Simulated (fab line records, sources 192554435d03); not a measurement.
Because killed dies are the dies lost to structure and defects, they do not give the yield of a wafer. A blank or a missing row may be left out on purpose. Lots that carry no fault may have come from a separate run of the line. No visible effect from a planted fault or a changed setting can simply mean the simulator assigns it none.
fab line records	flow n5-finfet
[record] lots = 9	wafers = 27	last-day = 18
route steps=1938 shown BEOL_M10@1509 PASSIVATION@1936
lots that met no fault: from a run of the same line without faults
start-h: hours from the record's opening day to when the first of the lot's shown wafers began	wait-h: hours since the lot's step before	" identical to the entry in the row above	L1.1+2: a single row standing in for several wafers	- either no value or no given start	* or withheld: withheld	< > ~ a bound
route shown NAME@n: a module of which the file shows steps, and the number in the route of the first	usual: average and standard deviation across the fault-free wafers	same: alike in all rows	chamber/n: place in a boat	sites: the reading at each site	_std_site: the values' standard deviation	_edge_site: mean of outer sites minus mean of inner sites	radius-mm: how far each site lies from the wafer's centre	mask NAME#n: copy n	behind: the last tool/chamber to shape the wafer	hold: cause of the lot's hold/its duration in hours/its outcome	device: the transistor (n, p or np) that didn't switch	end of line: the same wafers' tests at the end of the route	step lacking rows: just its recipe	killed: not the wafer's yield, but the dies lost to structure and defects at the first sort	map: a wafer's dies, x killed, . not, _ none there
set.NAME: the setting the step ran with; set.NAME@STEP: the setting that earlier step ran with	model.NAME: the simulator's own value behind a step, which no gauge read
steps of the route over a sample of lots; a table a step, a row a wafer
services: when a tool's chamber went out of use (start-h, in hours from the record's first day, below 0 if earlier), for how many hours, and the reason
[[steps]]
[step N5_BEOL_M10_VIA_ETCH_34]
[recipe] chemistry = C4F6/O2	target = SiCOH_lowk	target-depth-a = 1845	mask-material = SOC	taper-deg = 4	time-s = 69.2	ion-energy-ev = 250	pressure-mtorr = 30	source-w = 345	bias-w = 185	Ar_flow_sccm = 300	C4F6_flow_sccm = 10	O2_flow_sccm = 10
[usual] C4F6_flow_sccm = 9.999/0.027	drypump-motor-current-A = 5.6/0.59	oes_ar_750_au = 0.83/0.08	oes-product-au = 0.83/0.084	rf-fwd-power-W = 342.4/1.2	rf-vpp-V = 662/16	showerhead-plenum-p-Torr = 2.85/0.095	throttle-valve-pct = 20.7/0.32
lot.wafer	tool	chamber	start-h	wait-h	C4F6_flow_sccm	drypump-motor-current-A	oes_ar_750_au	oes-product-au	rf-fwd-power-W	rf-hours-counter-h	rf-vpp-V	showerhead-plenum-p-Torr	throttle-valve-pct
L772.3	rie-diel-05	0	212.52	0.0	10.027	5.3	0.78	0.78	343.7	119	652	2.78	20.8
L772.4	"	2	"	"	10.007	5.6	0.78	0.77	341.9	-	671	2.88	20.9
L772.6	"	0	"	"	9.988	5.3	0.78	0.78	342.2	-	654	2.78	20.8
L771.2	rie-diel-02	3	228.15	0.0	10.004	5.8	0.78	0.78	342.4	129	656	2.85	20.7
L771.5	"	3	"	"	9.956	5.8	0.79	0.78	341.7	-	657	2.85	20.7
L771.6	"	0	"	"	10.015	5.7	0.82	0.82	344.0	-	666	2.77	20.6
L773.1	rie-diel-06	3	230.16	0.0	10.062	6.6	0.69	0.70	342.6	227	674	2.91	21.0
L773.3	"	0	"	"	10.001	5.0	0.87	0.89	341.1	64	681	3.00	20.6
L773.5	"	2	"	"	9.972	6.5	0.70	0.70	343.3	-	635	2.72	21.6
L779.2	rie-diel-06	0	254.95	0.0	10.000	5.0	0.86	0.86	343.1	76	682	3.00	20.6
L779.3	"	1	"	"	10.019	5.1	0.94	0.94	344.7	6	646	2.79	20.5
L779.6	"	2	"	"	10.021	6.5	0.70	0.68	342.9	-	634	2.71	21.6
L783.2	rie-diel-06	3	290.63	0.0	9.991	6.6	0.68	0.68	343.0	251	674	2.89	21.1
L783.4	"	1	"	"	9.976	5.1	0.90	0.90	343.8	-	646	2.78	20.5
L783.5	"	0	"	"	9.971	5.0	0.84	0.84	341.6	-	681	2.99	20.6
L787.2	rie-diel-02	1	321.07	0.0	10.022	6.0	0.91	0.92	339.6	10	692	2.89	20.7
L787.4	"	2	"	"	10.008	5.4	0.81	0.81	341.8	90	696	2.96	20.3
L787.5	"	0	"	"	10.013	5.7	0.78	0.77	341.0	-	667	2.76	20.6
L792.1	rie-diel-05	1	344.88	0.0	9.984	4.9	0.83	0.81	341.3	79	645	2.75	20.3
L792.3	"	3	"	"	9.991	5.4	0.87	0.85	343.3	44	666	2.80	20.6
L792.4	"	0	"	"	9.994	5.2	0.74	0.74	344.2	167	653	2.75	20.8
L793.3	rie-diel-06	0	353.81	0.0	9.970	5.0	0.82	0.82	341.6	114	681	2.98	20.6
L793.4	"	2	"	"	10.023	6.5	0.92	0.92	341.8	22	646	3.04	21.3
L793.6	"	0	"	"	9.974	5.0	0.82	0.81	341.4	-	681	2.98	20.6
L794.2	rie-diel-02	1	358.13	0.0	10.010	6.0	0.88	0.88	341.4	24	691	2.89	20.7
L794.3	"	2	"	"	10.002	5.3	0.80	0.79	342.1	104	697	2.95	20.3
L794.5	"	3	"	"	10.023	5.8	0.74	0.74	341.1	-	655	2.83	20.7
[step N5_BEOL_M10_TRENCH_ETCH_37]
[recipe] chemistry = C4F6/O2	target-depth-a = 1488.3	target = SiCOH_lowk	time-s = 48	ion-energy-ev = 250	pressure-mtorr = 30	source-w = 345	bias-w = 185	Ar_flow_sccm = 300	C4F6_flow_sccm = 10	O2_flow_sccm = 10
[usual] C4F6_flow_sccm = 10.00/0.03	drypump-motor-current-A = 5.6/0.59	oes_ar_750_au = 0.83/0.08	oes-product-au = 0.83/0.084	rf-fwd-power-W = 341.7/1.4	rf-vpp-V = 662/16	showerhead-plenum-p-Torr = 2.85/0.095	throttle-valve-pct = 20.7/0.32
lot.wafer	tool	chamber	start-h	wait-h	C4F6_flow_sccm	drypump-motor-current-A	oes_ar_750_au	oes-product-au	rf-fwd-power-W	rf-hours-counter-h	rf-vpp-V	showerhead-plenum-p-Torr	throttle-valve-pct
L772.3	rie-diel-05	0	-	-	10.01	5.3	0.77	0.78	343.0	119	654	2.78	20.8
L772.4	"	2	"	"	9.94	5.6	0.79	0.76	341.2	-	669	2.88	21.0
L772.6	"	0	"	"	10.05	5.3	0.78	0.78	343.5	-	652	2.78	20.8
L771.2	rie-diel-02	3	-	-	10.01	5.8	0.78	0.79	340.0	130	655	2.85	20.7
L771.5	"	3	"	"	10.01	5.8	0.78	0.79	340.6	-	657	2.85	20.7
L771.6	"	0	"	"	10.02	5.7	0.82	0.82	342.1	-	668	2.77	20.6
L773.1	rie-diel-06	3	-	-	10.03	6.6	0.69	0.69	341.4	227	675	2.91	21.1
L773.3	"	0	"	"	10.02	5.0	0.87	0.87	342.0	64	681	3.00	20.6
L773.5	"	2	"	"	10.03	6.4	0.70	0.70	342.6	-	636	2.71	21.6
L779.2	rie-diel-06	0	-	-	10.05	5.0	0.86	0.87	341.4	76	683	3.00	20.6
L779.3	"	1	"	"	10.01	5.1	0.94	0.94	344.5	6	645	2.79	20.5
L779.6	"	2	"	"	10.02	6.5	0.70	0.68	341.6	-	635	2.71	21.6
L783.2	rie-diel-06	3	-	-	9.94	6.7	0.68	0.67	341.1	251	673	2.90	21.1
L783.4	"	1	"	"	10.00	5.1	0.91	0.89	344.4	-	645	2.78	20.5
L783.5	"	0	"	"	9.99	5.0	0.84	0.84	340.7	-	681	2.99	20.6
L787.2	rie-diel-02	1	-	-	9.97	6.0	0.92	0.93	339.3	10	691	2.89	20.7
L787.4	"	2	"	"	10.00	5.3	0.82	0.82	342.5	90	697	2.96	20.3
L787.5	"	0	"	"	10.03	5.7	0.78	0.78	342.0	-	668	2.76	20.7
L792.1	rie-diel-05	1	-	-	10.01	4.9	0.83	0.81	340.7	79	645	2.75	20.3
L792.3	"	3	"	"	9.96	5.4	0.87	0.86	341.6	44	665	2.80	20.7
L792.4	"	0	"	"	10.02	5.3	0.74	0.73	343.7	167	654	2.75	20.8
L793.3	rie-diel-06	0	-	-	9.95	5.0	0.81	0.82	341.3	114	679	2.98	20.6
L793.4	"	2	"	"	10.01	6.5	0.91	0.92	343.7	22	648	3.04	21.3
L793.6	"	0	"	"	9.97	5.0	0.82	0.82	340.7	-	681	2.98	20.7
L794.2	rie-diel-02	1	-	-	10.02	6.0	0.88	0.88	338.8	24	690	2.89	20.7
L794.3	"	2	"	"	9.99	5.4	0.80	0.80	344.0	104	695	2.95	20.4
L794.5	"	3	"	"	9.99	5.8	0.74	0.73	341.3	-	656	2.83	20.8
[step N5_BEOL_M10_ETCH_41]
[recipe] chemistry = CH3F/O2	target = SiCN	target-depth-a = 426	taper-deg = 2	time-s = 86	ion-energy-ev = 120	mask-material = TiN	pressure-mtorr = 30	source-w = 395	bias-w = 75	Ar_flow_sccm = 150	CH3F_flow_sccm = 30	O2_flow_sccm = 20
[usual] drypump-motor-current-A = 5.6/0.59	oes-product-au = 0.83/0.083	rf-fwd-power-W = 392.6/1.5	rf-vpp-V = 297.4/1.6	showerhead-plenum-p-Torr = 2.01/0.071	throttle-valve-pct = 16.13/0.3
lot.wafer	tool	chamber	start-h	wait-h	drypump-motor-current-A	oes-product-au	rf-fwd-power-W	rf-hours-counter-h	rf-vpp-V	showerhead-plenum-p-Torr	throttle-valve-pct
L772.3	rie-diel-05	0	212.66	-	5.2	0.78	393.7	119	296.4	1.95	16.13
L772.4	"	2	"	"	5.6	0.77	389.4	-	297.7	2.02	16.30
L772.6	"	0	"	"	5.2	0.78	392.3	-	295.2	1.95	16.14
L771.2	rie-diel-02	3	228.30	-	5.8	0.78	392.7	130	296.8	2.01	16.12
L771.5	"	3	"	"	5.8	0.78	393.7	-	298.8	2.01	16.11
L771.6	"	0	"	"	5.7	0.81	391.5	-	296.2	1.94	15.99
L773.1	rie-diel-06	3	230.30	-	6.7	0.69	392.3	227	297.6	2.05	16.55
L773.3	"	0	"	"	5.0	0.88	392.8	64	299.8	2.11	15.95
L773.5	"	2	"	"	6.4	0.70	392.5	-	295.0	1.90	16.98
L779.2	rie-diel-06	0	255.09	-	5.0	0.91	489.3	76	278.7	2.11	15.97
L779.3	"	1	"	"	5.1	0.94	394.5	6	296.8	1.96	15.92
L779.6	"	2	"	"	6.4	0.68	393.4	-	296.0	1.90	16.99
L783.2	rie-diel-06	3	290.77	-	6.7	0.68	392.5	251	299.4	2.04	16.59
L783.4	"	1	"	"	5.1	0.91	395.4	-	295.8	1.96	15.95
L783.5	"	0	"	"	5.0	0.89	486.1	-	279.4	2.11	16.00
L787.2	rie-diel-02	1	321.22	-	6.0	0.93	390.9	10	298.5	2.04	16.07
L787.4	"	2	"	"	5.3	0.82	394.1	90	299.6	2.09	15.81
L787.5	"	0	"	"	5.7	0.79	393.3	-	295.9	1.93	16.05
L792.1	rie-diel-05	1	345.02	-	4.9	0.82	390.8	79	296.8	1.93	15.75
L792.3	"	3	"	"	5.4	0.85	391.0	44	295.8	1.96	16.02
L792.4	"	0	"	"	5.3	0.73	393.6	167	294.8	1.93	16.24
L793.3	rie-diel-06	0	353.96	-	5.0	0.81	390.6	114	300.6	2.10	16.05
L793.4	"	2	"	"	6.4	0.92	391.8	22	299.8	2.14	16.61
L793.6	"	0	"	"	5.0	0.80	393.6	-	299.8	2.10	16.08
L794.2	rie-diel-02	1	358.27	-	6.0	0.88	390.8	24	297.7	2.03	16.11
L794.3	"	2	"	"	5.3	0.80	391.4	104	299.3	2.08	15.86
L794.5	"	3	"	"	5.8	0.73	389.7	-	297.6	1.99	16.19
[step N5_BEOL_M10_PRE_CLEAN_45]
[recipe] gas = H2/He	time-s = 30	temp-c = 250
[usual] heater-power-w = 347/16
lot.wafer	tool	chamber	start-h	wait-h	heater-power-w
L772.3	pvd-sputter-01	-	213.69	0.0	328
L772.4	"	-	"	"	336
L772.6	"	-	"	"	331
L771.2	pvd-sputter-01	-	229.31	0.0	343
L771.5	"	-	"	"	366
L771.6	"	-	"	"	345
L773.1	pvd-sputter-03	-	230.99	0.0	351
L773.3	"	-	"	"	335
L773.5	"	-	"	"	329
L779.2	pvd-sputter-03	-	255.92	0.0	336
L779.3	"	-	"	"	352
L779.6	"	-	"	"	327
L783.2	pvd-sputter-03	-	292.19	0.0	374
L783.4	"	-	"	"	325
L783.5	"	-	"	"	345
L787.2	pvd-sputter-03	-	323.14	0.0	337
L787.4	"	-	"	"	346
L787.5	"	-	"	"	344
L792.1	pvd-sputter-03	-	345.96	0.0	367
L792.3	"	-	"	"	332
L792.4	"	-	"	"	329
L793.3	pvd-sputter-03	-	355.10	0.0	367
L793.4	"	-	"	"	359
L793.6	"	-	"	"	362
L794.2	pvd-sputter-02	-	360.62	0.0	336
L794.3	"	-	"	"	347
L794.5	"	-	"	"	348
[step N5_PASSIVATION_PROBE_49]
[usual] defect-limited-yield = 91.2/1.6	killed_at_M0_to_M3 = 34/11	killed_at_M4_up = 14/5.7	killed-at-contacts = 14/6.6	killed-at-front-end = 37/10	killed-at-other = 4/3.2	killed-dies = 104/19	killed-open = 69/13	killed-short = 33/8.7	sort_bin_5_function = 5.1/1	sort_bin_6_memory = 3.3/0.76	sort_bin_8_speed = 0.00/0.016	sort-n-pass = 1076/19	sort-yield-pct = 91.2/1.6
[same] gross-dies = 1180	killed-at-back-side = 0	sort_bin_4_leakage[%] = 0
lot.wafer	tool	chamber	start-h	wait-h	defect-limited-yield[%]	killed_at_M0_to_M3	killed_at_M4_up	killed-at-contacts	killed-at-front-end	killed-at-other	killed-dies	killed-open	killed-short	sort_bin_5_function[%]	sort_bin_6_memory[%]	sort_bin_8_speed[%]	sort-n-pass	sort-yield-pct[%]
L779.2	prober-02	-	308.74	0.1	92.6	25	14	12	29	7	87	61	24	4.5	2.6	0	1093	92.6
L779.3	prober-02	-	308.79	0.1	92.3	31	9	35	15	1	91	66	25	4.3	3.1	0	1089	92.3
L779.6	prober-02	-	308.94	0.3	94.3	18	13	11	23	2	67	47	20	3.1	2.5	0	1113	94.3
// killed by level:class
L779.2 MOL_CONTACT_COAG:geometric-particle:open=8 BEOL_M4:geometric-particle:open=8 GATE_CUT:geometric-particle:short=7 BEOL_M1:geometric-particle:open=7 MOL_CONTACT_COAG:geometric-particle:short=4 BEOL_M2:geometric-particle:open=4 PASS1_CAP:geometric-particle:open=4 FIN_SAQP:geometric-particle:short=3
L779.3 MOL_CONTACT_COAG:geometric-particle:open=31 BEOL_M0_SAQP:geometric-particle:open=12 BEOL_M0_SAQP:geometric-particle:short=8 MOL_CONTACT_COAG:geometric-particle:short=4 BEOL_M4:geometric-particle:open=3 BEOL_M1:geometric-particle:short=3 BEOL_M1:geometric-particle:open=3 BEOL_M3:geometric-particle:open=3
L779.6 MOL_CONTACT_COAG:geometric-particle:open=10 STI_FIN_REVEAL:geometric-particle:open=8 BEOL_M4:geometric-particle:open=6 BEOL_M1:geometric-particle:open=5 BEOL_M7:geometric-particle:open=4 GATE_CUT:geometric-particle:short=4 BEOL_M0_SAQP:geometric-particle:short=4 BEOL_M2:geometric-particle:open=4
[[services]]
tool	chamber	start-h	hours	kind
rie-diel-06	-	195.13	28.1	pm
rie-diel-06	1	223.23	-	clean
rie-diel-06	1	223.23	-	consumable-replace:focus-ring
rie-diel-06	1	223.23	18.1	scheduled-down
rie-diel-06	1	223.23	18.1	vent-cycle
rie-diel-05	-	250.18	0.4	repair
rie-diel-02	1	268.76	-	clean
rie-diel-02	1	268.76	-	consumable-replace:focus-ring
rie-diel-02	1	268.76	20.5	scheduled-down
rie-diel-02	1	268.76	20.5	vent-cycle
rie-diel-06	2	280.14	-	clean
rie-diel-06	2	280.14	-	consumable-replace:focus-ring
rie-diel-06	2	280.14	-	consumable-replace:showerhead
rie-diel-06	2	280.14	20.4	scheduled-down
rie-diel-06	2	280.14	20.4	vent-cycle
rie-diel-06	3	300.71	-	clean
rie-diel-06	3	300.71	-	consumable-replace:focus-ring
rie-diel-06	3	300.71	15.2	scheduled-down
rie-diel-06	3	300.71	15.2	vent-cycle
pvd-sputter-03	-	309.90	0.8	repair
rie-diel-05	2	325.98	13.5	repair
rie-diel-05	-	330.64	3.9	repair
pvd-sputter-01	-	335.20	1.6	repair
rie-diel-05	3	336.29	3.1	repair
[[key]]
[first-sign] step = N5_BEOL_M10_ETCH_41	reading = rf-fwd-power-W	direction = up	sigmas = 65	usual = *	struck = *
[effect] step = N5_BEOL_M10_ETCH_41	reading = rf-vpp-V	direction = down	sigmas = 11	usual = 297.4	struck = 279.0
met-at N5_BEOL_M10_ETCH_41
struck-lots L779,L783
struck-wafers L779.2,L783.5
[baseline-loss] step = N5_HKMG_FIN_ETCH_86	wafers = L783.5
not-acting-at N5_BEOL_M10_VIA_ETCH_34,N5_BEOL_M10_TRENCH_ETCH_37,N5_BEOL_M10_PRE_CLEAN_45
onset-between 230.30 255.09
[fault] kind = process-parameter-drift	tool = rie-diel-06	chamber = 0	onset-h = 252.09	steps = N5_BEOL_M10_ETCH_41	channel = source-w	offset = 94.8	shape = step	end-h = 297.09	acts-in = these-recipes-only	stated = 395
// baseline-loss: these wafers lose ten dies or more at that step, a loss of the line's own and not of a fault; the sort's usual values leave them out
